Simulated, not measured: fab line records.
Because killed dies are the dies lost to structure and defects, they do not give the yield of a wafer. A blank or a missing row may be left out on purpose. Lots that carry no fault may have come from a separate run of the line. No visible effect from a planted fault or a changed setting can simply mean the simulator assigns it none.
Which tool is to blame? / flow n5-finfet / 24 wafers from 8 lots sampled at 5 of the route's 1938 steps

== WHAT THE GAUGES SHOWED, per wafer ==
N5_BEOL_M4_RC_MEAS_101. Usual: DIBL_N 36.6 mV/V, standard deviation 1.3; DIBL_P 36.4 mV/V, standard deviation 1.4; IOFF_N 0.167 nA/um, standard deviation 0.023; IOFF_P 0.219 nA/um, standard deviation 0.029; ION_N 678 uA/um, standard deviation 8.7; ION_P 464 uA/um, standard deviation 6.4; SS_N 71.5 mV/dec, standard deviation 0.53; SS_P 73.4 mV/dec, standard deviation 0.57; VT_N 248.5 mV, standard deviation 2.8; VT_P -249 mV, standard deviation 3.1.
lot=L331; measured=day 8 17:11; on=prober-01; DIBL_N (mV/V)=37.4 37.8 36.8; DIBL_P (mV/V)=37.4 37.4 36.8; IOFF_N (nA/um)=0.195 0.193 0.171; IOFF_P (nA/um)=0.237 0.224 0.216; ION_N (uA/um)=697 690 683; ION_P (uA/um)=467 465 465; SS_N (mV/dec)=72.2 70.9 71.2; SS_P (mV/dec)=73.3 72.9 73.5; VT_N (mV)=243.2 245.4 248.1; VT_P (mV)=-248 -249 -250; flag=
lot=L333; measured=day 9 04:13; on=prober-02; DIBL_N (mV/V)=35.3 34.1 34.1; DIBL_P (mV/V)=33.7 32.7 33.6; IOFF_N (nA/um)=0.136 0.125 0.129; IOFF_P (nA/um)=0.182 0.170 0.179; ION_N (uA/um)=658 659 668; ION_P (uA/um)=455 458 458; SS_N (mV/dec)=70.3 70.5 70.8; SS_P (mV/dec)=73.0 72.9 72.8; VT_N (mV)=255.9 253.4 253.7; VT_P (mV)=-250 -250 -251; flag=
lot=L334; measured=day 9 01:15; on=prober-02; DIBL_N (mV/V)=35.6 37.3 36.9; DIBL_P (mV/V)=34.5 36.0 36.0; IOFF_N (nA/um)=0.152 0.181 0.180; IOFF_P (nA/um)=0.219 0.244 0.244; ION_N (uA/um)=676 685 679; ION_P (uA/um)=470 472 468; SS_N (mV/dec)=71.3 71.9 71.7; SS_P (mV/dec)=73.5 73.3 73.9; VT_N (mV)=247.8 246.9 249.0; VT_P (mV)=-246 -247 -245; flag=
lot=L336; measured=day 9 09:05; on=prober-02; DIBL_N (mV/V)=34.3 35.1 36.7; DIBL_P (mV/V)=33.1 33.8 35.5; IOFF_N (nA/um)=0.125 0.132 0.164; IOFF_P (nA/um)=0.212 0.219 0.256; ION_N (uA/um)=660 673 675; ION_P (uA/um)=468 475 476; SS_N (mV/dec)=71.6 71.4 73.2; SS_P (mV/dec)=72.4 72.5 72.3; VT_N (mV)=254.0 253.4 249.6; VT_P (mV)=-247 -249 -245; flag=
lot=L338; measured=day 10 17:10; on=prober-01; DIBL_N (mV/V)=36.8 36.2 35.3; DIBL_P (mV/V)=37.2 36.7 35.4; IOFF_N (nA/um)=0.144 0.149 0.128; IOFF_P (nA/um)=0.192 0.185 0.163; ION_N (uA/um)=676 678 675; ION_P (uA/um)=460 460 452; SS_N (mV/dec)=71.5 71.3 71.1; SS_P (mV/dec)=73.0 73.2 72.7; VT_N (mV)=251.5 251.0 253.6; VT_P (mV)=-252 -256 -255; flag=
lot=L341; measured=day 12 19:20; on=prober-01; DIBL_N (mV/V)=34.9 36.6 34.6; DIBL_P (mV/V)=34.7 36.5 34.2; IOFF_N (nA/um)=0.144 0.170 0.131; IOFF_P (nA/um)=0.182 0.208 0.178; ION_N (uA/um)=674 669 665; ION_P (uA/um)=460 458 461; SS_N (mV/dec)=71.2 71.6 70.7; SS_P (mV/dec)=72.9 73.3 72.7; VT_N (mV)=250.8 247.6 249.1; VT_P (mV)=-253 -249 -251; flag=
lot=L342; measured=day 11 14:51; on=prober-01; DIBL_N (mV/V)=34.9 34.1 34.5; DIBL_P (mV/V)=36.0 34.6 35.8; IOFF_N (nA/um)=0.157 0.154 0.158; IOFF_P (nA/um)=0.243 0.216 0.238; ION_N (uA/um)=675 678 681; ION_P (uA/um)=467 468 472; SS_N (mV/dec)=71.3 71.1 71.1; SS_P (mV/dec)=73.4 72.9 73.4; VT_N (mV)=252.5 248.4 249.7; VT_P (mV)=-242 -246 -247; flag=
lot=L352; measured=day 15 15:37; on=prober-01; DIBL_N (mV/V)=37.1 37.7 36.9; DIBL_P (mV/V)=39.1 38.4 38.3; IOFF_N (nA/um)=0.171 0.176 0.168; IOFF_P (nA/um)=0.247 0.233 0.222; ION_N (uA/um)=674 675 678; ION_P (uA/um)=463 465 466; SS_N (mV/dec)=72.1 72.4 71.7; SS_P (mV/dec)=73.3 73.7 73.8; VT_N (mV)=249.8 250.0 252.3; VT_P (mV)=-248 -248 -251; flag=

== EACH LOT AND THE TOOL THAT RAN IT (in order: tool; ch and the chambers of the sampled wafers; start) ==
lot=L331; N5_FIN_SAQP_HM_OPEN_33=rie-diel-05 ch 2,3, day 2 03:31; N5_FIN_SAQP_ETCH_34=rie-diel-05 ch 2,3, day 2 03:35; N5_FIN_CUT_DESCUM_13=rie-diel-03 ch 1,2, day 2 04:29; N5_FIN_CUT_ETCH_21=rie-diel-03 ch 1,2, day 2 04:35
lot=L333; N5_FIN_SAQP_HM_OPEN_33=rie-diel-05 ch 1,2,3, day 2 15:29; N5_FIN_SAQP_ETCH_34=rie-diel-05 ch 1,2,3, day 2 15:34; N5_FIN_CUT_DESCUM_13=rie-diel-06 ch 0,1,2, day 2 16:28; N5_FIN_CUT_ETCH_21=rie-diel-06 ch 0,1,2, day 2 16:34
lot=L334; N5_FIN_SAQP_HM_OPEN_33=rie-diel-05 ch 0,3, day 2 20:08; N5_FIN_SAQP_ETCH_34=rie-diel-05 ch 0,3, day 2 20:13; N5_FIN_CUT_DESCUM_13=rie-diel-06 ch 2,3, day 2 21:13; N5_FIN_CUT_ETCH_21=rie-diel-06 ch 2,3, day 2 21:19
lot=L336; N5_FIN_SAQP_HM_OPEN_33=rie-diel-05 ch 0,2, day 3 10:04; N5_FIN_SAQP_ETCH_34=rie-diel-05 ch 0,2, day 3 10:08; N5_FIN_CUT_DESCUM_13=rie-diel-06 ch 0,2, day 3 11:10; N5_FIN_CUT_ETCH_21=rie-diel-06 ch 0,2, day 3 11:16
lot=L338; N5_FIN_SAQP_HM_OPEN_33=rie-diel-05 ch 0,1,3, day 3 20:36; N5_FIN_SAQP_ETCH_34=rie-diel-05 ch 0,1,3, day 3 20:40; N5_FIN_CUT_DESCUM_13=rie-diel-02 ch 1,2, day 3 21:34; N5_FIN_CUT_ETCH_21=rie-diel-02 ch 1,2, day 3 21:39
lot=L341; N5_FIN_SAQP_HM_OPEN_33=rie-diel-01 ch 0,2,3, day 4 13:57; N5_FIN_SAQP_ETCH_34=rie-diel-01 ch 0,2,3, day 4 14:01; N5_FIN_CUT_DESCUM_13=rie-diel-03 ch 0,2,3, day 4 14:55; N5_FIN_CUT_ETCH_21=rie-diel-03 ch 0,2,3, day 4 15:01
lot=L342; N5_FIN_SAQP_HM_OPEN_33=rie-diel-05 ch 0,1,3, day 4 19:37; N5_FIN_SAQP_ETCH_34=rie-diel-05 ch 0,1,3, day 4 19:41; N5_FIN_CUT_DESCUM_13=rie-diel-02 ch 0,2,3, day 4 20:43; N5_FIN_CUT_ETCH_21=rie-diel-02 ch 0,2,3, day 4 20:48
lot=L352; N5_FIN_SAQP_HM_OPEN_33=rie-diel-01 ch 0,1, day 7 09:16; N5_FIN_SAQP_ETCH_34=rie-diel-01 ch 0,1, day 7 09:20; N5_FIN_CUT_DESCUM_13=rie-diel-02 ch 0,1,2, day 7 10:14; N5_FIN_CUT_ETCH_21=rie-diel-02 ch 0,1,2, day 7 10:20
- N5_FIN_SAQP_HM_OPEN_33: chemistry CH3F/O2, target SiNx, target depth 49.4 nm, time 70.6 s.
- N5_FIN_SAQP_ETCH_34: etches SiO2 in C4F6/O2, target depth 45 nm, time 15 s.
- N5_FIN_CUT_DESCUM_13: chemistry O2, time 7 s.
- N5_FIN_CUT_ETCH_21: etches SOC in N2/H2, target depth 219 nm, overetch 43.8 nm, time 523.5 s.

== AS READ BY THE TOOLS THEMSELVES (means over the sampled wafers that have a number; for cases with no such wafer, the mark the record gives instead) ==
N5_FIN_SAQP_HM_OPEN_33. Usual: for drypump-motor-current-A, 5.9 A with a standard deviation of 0.49; for etch-rf-on-time-s, 69.2 s with a standard deviation of 1; for oes_f_703_au, 0.79 a.u. with a standard deviation of 0.078; for oes-product-au, 0.68 a.u. with a standard deviation of 0.07; for rf-vpp-V, 298 V with a standard deviation of 3.2; for showerhead-plenum-p-Torr, 2.03 Torr with a standard deviation of 0.053; for throttle-valve-pct, 16.42 % with a standard deviation of 0.16.
lot=L331; tool=rie-diel-05; drypump-motor-current-A (A)=6.0; etch-rf-on-time-s (s)=68.6; oes_f_703_au (a.u.)=0.85; oes-product-au (a.u.)=0.72; rf-vpp-V (V)=297; showerhead-plenum-p-Torr (Torr)=2.00; throttle-valve-pct (%)=16.46; flag=
lot=L333; tool=rie-diel-05; drypump-motor-current-A (A)=6.2; etch-rf-on-time-s (s)=68.4; oes_f_703_au (a.u.)=0.82; oes-product-au (a.u.)=0.71; rf-vpp-V (V)=297; showerhead-plenum-p-Torr (Torr)=2.02; throttle-valve-pct (%)=16.36; flag=
lot=L334; tool=rie-diel-05; drypump-motor-current-A (A)=5.9; etch-rf-on-time-s (s)=70.5; oes_f_703_au (a.u.)=0.88; oes-product-au (a.u.)=0.74; rf-vpp-V (V)=297; showerhead-plenum-p-Torr (Torr)=2.01; throttle-valve-pct (%)=16.40; flag=
lot=L336; tool=rie-diel-05; drypump-motor-current-A (A)=5.8; etch-rf-on-time-s (s)=69.5; oes_f_703_au (a.u.)=0.82; oes-product-au (a.u.)=0.72; rf-vpp-V (V)=299; showerhead-plenum-p-Torr (Torr)=2.11; throttle-valve-pct (%)=16.43; flag=
lot=L338; tool=rie-diel-05; drypump-motor-current-A (A)=6.1; etch-rf-on-time-s (s)=67.5; oes_f_703_au (a.u.)=0.84; oes-product-au (a.u.)=0.72; rf-vpp-V (V)=297; showerhead-plenum-p-Torr (Torr)=2.03; throttle-valve-pct (%)=16.32; flag=
lot=L341; tool=rie-diel-01; drypump-motor-current-A (A)=5.6; etch-rf-on-time-s (s)=68.8; oes_f_703_au (a.u.)=0.81; oes-product-au (a.u.)=0.70; rf-vpp-V (V)=299; showerhead-plenum-p-Torr (Torr)=2.02; throttle-valve-pct (%)=16.36; flag=
lot=L342; tool=rie-diel-05; drypump-motor-current-A (A)=6.1; etch-rf-on-time-s (s)=68.9; oes_f_703_au (a.u.)=0.83; oes-product-au (a.u.)=0.71; rf-vpp-V (V)=297; showerhead-plenum-p-Torr (Torr)=2.03; throttle-valve-pct (%)=16.33; flag=
lot=L352; tool=rie-diel-01; drypump-motor-current-A (A)=5.9; etch-rf-on-time-s (s)=69.4; oes_f_703_au (a.u.)=0.80; oes-product-au (a.u.)=0.69; rf-vpp-V (V)=296; showerhead-plenum-p-Torr (Torr)=1.99; throttle-valve-pct (%)=16.42; flag=

N5_FIN_SAQP_ETCH_34. Usual: bias-w 185.1 W, standard deviation 0.57; drypump-motor-current-A 5.9 A, standard deviation 0.49; etch-rf-on-time-s 15.01 s, standard deviation 0.17; oes_f_703_au 0.79 a.u., standard deviation 0.078; oes-product-au 0.67 a.u., standard deviation 0.07; rf-vpp-V 667 V, standard deviation 7.1; showerhead-plenum-p-Torr 2.88 Torr, standard deviation 0.071; throttle-valve-pct 21.16 %, standard deviation 0.15.
lot=L331; tool=rie-diel-05; bias-w (W)=184.5; drypump-motor-current-A (A)=6.0; etch-rf-on-time-s (s)=14.95; oes_f_703_au (a.u.)=0.85; oes-product-au (a.u.)=0.72; rf-vpp-V (V)=665; showerhead-plenum-p-Torr (Torr)=2.85; throttle-valve-pct (%)=21.22; flag=
lot=L333; tool=rie-diel-05; bias-w (W)=185.7; drypump-motor-current-A (A)=6.2; etch-rf-on-time-s (s)=14.97; oes_f_703_au (a.u.)=0.83; oes-product-au (a.u.)=0.70; rf-vpp-V (V)=664; showerhead-plenum-p-Torr (Torr)=2.87; throttle-valve-pct (%)=21.12; flag=
lot=L334; tool=rie-diel-05; bias-w (W)=184.9; drypump-motor-current-A (A)=5.9; etch-rf-on-time-s (s)=15.08; oes_f_703_au (a.u.)=0.88; oes-product-au (a.u.)=0.74; rf-vpp-V (V)=665; showerhead-plenum-p-Torr (Torr)=2.86; throttle-valve-pct (%)=21.18; flag=
lot=L336; tool=rie-diel-05; bias-w (W)=184.6; drypump-motor-current-A (A)=5.8; etch-rf-on-time-s (s)=15.23; oes_f_703_au (a.u.)=0.83; oes-product-au (a.u.)=0.71; rf-vpp-V (V)=671; showerhead-plenum-p-Torr (Torr)=3.00; throttle-valve-pct (%)=21.19; flag=
lot=L338; tool=rie-diel-05; bias-w (W)=184.6; drypump-motor-current-A (A)=6.1; etch-rf-on-time-s (s)=15.00; oes_f_703_au (a.u.)=0.84; oes-product-au (a.u.)=0.72; rf-vpp-V (V)=666; showerhead-plenum-p-Torr (Torr)=2.89; throttle-valve-pct (%)=21.08; flag=
lot=L341; tool=rie-diel-01; bias-w (W)=185.0; drypump-motor-current-A (A)=5.6; etch-rf-on-time-s (s)=14.85; oes_f_703_au (a.u.)=0.81; oes-product-au (a.u.)=0.70; rf-vpp-V (V)=670; showerhead-plenum-p-Torr (Torr)=2.87; throttle-valve-pct (%)=21.10; flag=
lot=L342; tool=rie-diel-05; bias-w (W)=184.8; drypump-motor-current-A (A)=6.1; etch-rf-on-time-s (s)=14.98; oes_f_703_au (a.u.)=0.83; oes-product-au (a.u.)=0.72; rf-vpp-V (V)=665; showerhead-plenum-p-Torr (Torr)=2.88; throttle-valve-pct (%)=21.10; flag=
lot=L352; tool=rie-diel-01; bias-w (W)=185.1; drypump-motor-current-A (A)=6.0; etch-rf-on-time-s (s)=14.89; oes_f_703_au (a.u.)=0.80; oes-product-au (a.u.)=0.69; rf-vpp-V (V)=665; showerhead-plenum-p-Torr (Torr)=2.82; throttle-valve-pct (%)=21.17; flag=

N5_FIN_CUT_DESCUM_13. Usual: drypump-motor-current-A 5.7 A, standard deviation 0.46; oes-product-au 0.77 a.u., standard deviation 0.09; rf-vpp-V 243.1 V, standard deviation 1.4; showerhead-plenum-p-Torr 2.09 Torr, standard deviation 0.068; throttle-valve-pct 20.51 %, standard deviation 0.21.
lot=L331; tool=rie-diel-03; drypump-motor-current-A (A)=5.8; oes-product-au (a.u.)=0.75; rf-vpp-V (V)=242.9; showerhead-plenum-p-Torr (Torr)=2.11; throttle-valve-pct (%)=20.49; flag=
lot=L333; tool=rie-diel-06; drypump-motor-current-A (A)=5.7; oes-product-au (a.u.)=0.74; rf-vpp-V (V)=243.6; showerhead-plenum-p-Torr (Torr)=2.09; throttle-valve-pct (%)=20.52; flag=
lot=L334; tool=rie-diel-06; drypump-motor-current-A (A)=5.7; oes-product-au (a.u.)=0.75; rf-vpp-V (V)=242.2; showerhead-plenum-p-Torr (Torr)=2.06; throttle-valve-pct (%)=20.45; flag=
lot=L336; tool=rie-diel-06; drypump-motor-current-A (A)=6.0; oes-product-au (a.u.)=0.74; rf-vpp-V (V)=241.9; showerhead-plenum-p-Torr (Torr)=2.04; throttle-valve-pct (%)=20.33; flag=
lot=L338; tool=rie-diel-02; drypump-motor-current-A (A)=6.2; oes-product-au (a.u.)=0.73; rf-vpp-V (V)=243.8; showerhead-plenum-p-Torr (Torr)=2.17; throttle-valve-pct (%)=20.50; flag=
lot=L341; tool=rie-diel-03; drypump-motor-current-A (A)=5.2; oes-product-au (a.u.)=0.76; rf-vpp-V (V)=241.8; showerhead-plenum-p-Torr (Torr)=2.01; throttle-valve-pct (%)=20.45; flag=
lot=L342; tool=rie-diel-02; drypump-motor-current-A (A)=5.8; oes-product-au (a.u.)=0.75; rf-vpp-V (V)=242.3; showerhead-plenum-p-Torr (Torr)=2.10; throttle-valve-pct (%)=20.64; flag=
lot=L352; tool=rie-diel-02; drypump-motor-current-A (A)=6.0; oes-product-au (a.u.)=0.88; rf-vpp-V (V)=244.1; showerhead-plenum-p-Torr (Torr)=2.13; throttle-valve-pct (%)=20.36; flag=

N5_FIN_CUT_ETCH_21. Usual: for bias-w, 61.03 W with a standard deviation of 0.19; for drypump-motor-current-A, 5.7 A with a standard deviation of 0.46; for h2-flow-sccm, 199.9 sccm with a standard deviation of 0.59; for oes-product-au, 0.71 a.u. with a standard deviation of 0.082; for rf-vpp-V, 240.7 V with a standard deviation of 1.4; for showerhead-plenum-p-Torr, 2.54 Torr with a standard deviation of 0.08; for throttle-valve-pct, 17.86 % with a standard deviation of 0.24.
lot=L331; tool=rie-diel-03; bias-w (W)=61.24; drypump-motor-current-A (A)=5.8; h2-flow-sccm (sccm)=200.2; oes-product-au (a.u.)=0.69; rf-vpp-V (V)=241.4; showerhead-plenum-p-Torr (Torr)=2.57; throttle-valve-pct (%)=17.94; flag=
lot=L333; tool=rie-diel-06; bias-w (W)=61.03; drypump-motor-current-A (A)=5.7; h2-flow-sccm (sccm)=199.4; oes-product-au (a.u.)=0.68; rf-vpp-V (V)=240.4; showerhead-plenum-p-Torr (Torr)=2.53; throttle-valve-pct (%)=17.86; flag=
lot=L334; tool=rie-diel-06; bias-w (W)=61.02; drypump-motor-current-A (A)=5.7; h2-flow-sccm (sccm)=200.1; oes-product-au (a.u.)=0.68; rf-vpp-V (V)=241.1; showerhead-plenum-p-Torr (Torr)=2.51; throttle-valve-pct (%)=17.85; flag=
lot=L336; tool=rie-diel-06; bias-w (W)=61.02; drypump-motor-current-A (A)=6.0; h2-flow-sccm (sccm)=199.3; oes-product-au (a.u.)=0.69; rf-vpp-V (V)=239.1; showerhead-plenum-p-Torr (Torr)=2.46; throttle-valve-pct (%)=17.65; flag=
lot=L338; tool=rie-diel-02; bias-w (W)=61.29; drypump-motor-current-A (A)=6.3; h2-flow-sccm (sccm)=199.7; oes-product-au (a.u.)=0.67; rf-vpp-V (V)=241.5; showerhead-plenum-p-Torr (Torr)=2.62; throttle-valve-pct (%)=17.91; flag=
lot=L341; tool=rie-diel-03; bias-w (W)=61.14; drypump-motor-current-A (A)=5.2; h2-flow-sccm (sccm)=200.2; oes-product-au (a.u.)=0.71; rf-vpp-V (V)=239.1; showerhead-plenum-p-Torr (Torr)=2.44; throttle-valve-pct (%)=17.80; flag=
lot=L342; tool=rie-diel-02; bias-w (W)=61.00; drypump-motor-current-A (A)=5.8; h2-flow-sccm (sccm)=199.9; oes-product-au (a.u.)=0.69; rf-vpp-V (V)=240.6; showerhead-plenum-p-Torr (Torr)=2.54; throttle-valve-pct (%)=17.94; flag=
lot=L352; tool=rie-diel-02; bias-w (W)=60.32; drypump-motor-current-A (A)=6.0; h2-flow-sccm (sccm)=200.4; oes-product-au (a.u.)=0.80; rf-vpp-V (V)=238.6; showerhead-plenum-p-Torr (Torr)=2.57; throttle-valve-pct (%)=17.65; flag=OFF

== THE ANSWER, worked out from the rows above alone ==
Rule: lot off if the mean of its wafers having a number is beyond 3 standard deviations from the usual mean. A lot without any number at a reading at which 4 lots or more have one is off too. Where the step has rows for the other lots, those lots are counted as sound. First the gauges in route order, then the tools' own readings, where a lot's mean is used as printed above. At the first step where some lot is off, the reading lying furthest off is the one used; lots without a number count as furthest.
Off at N5_FIN_CUT_ETCH_21 (bias-w): L352.
A tool fits if, at that step or a process step before it, it ran every lot that is off, and no sound lot after the first of them. 2 tools fit, rie-diel-01 at N5_FIN_SAQP_HM_OPEN_33 and N5_FIN_SAQP_ETCH_34 and rie-diel-02 at N5_FIN_CUT_DESCUM_13 and N5_FIN_CUT_ETCH_21, so this cannot tell which one it is.

== WHAT HAD BEEN PUT IN BY THE SIMULATOR ==
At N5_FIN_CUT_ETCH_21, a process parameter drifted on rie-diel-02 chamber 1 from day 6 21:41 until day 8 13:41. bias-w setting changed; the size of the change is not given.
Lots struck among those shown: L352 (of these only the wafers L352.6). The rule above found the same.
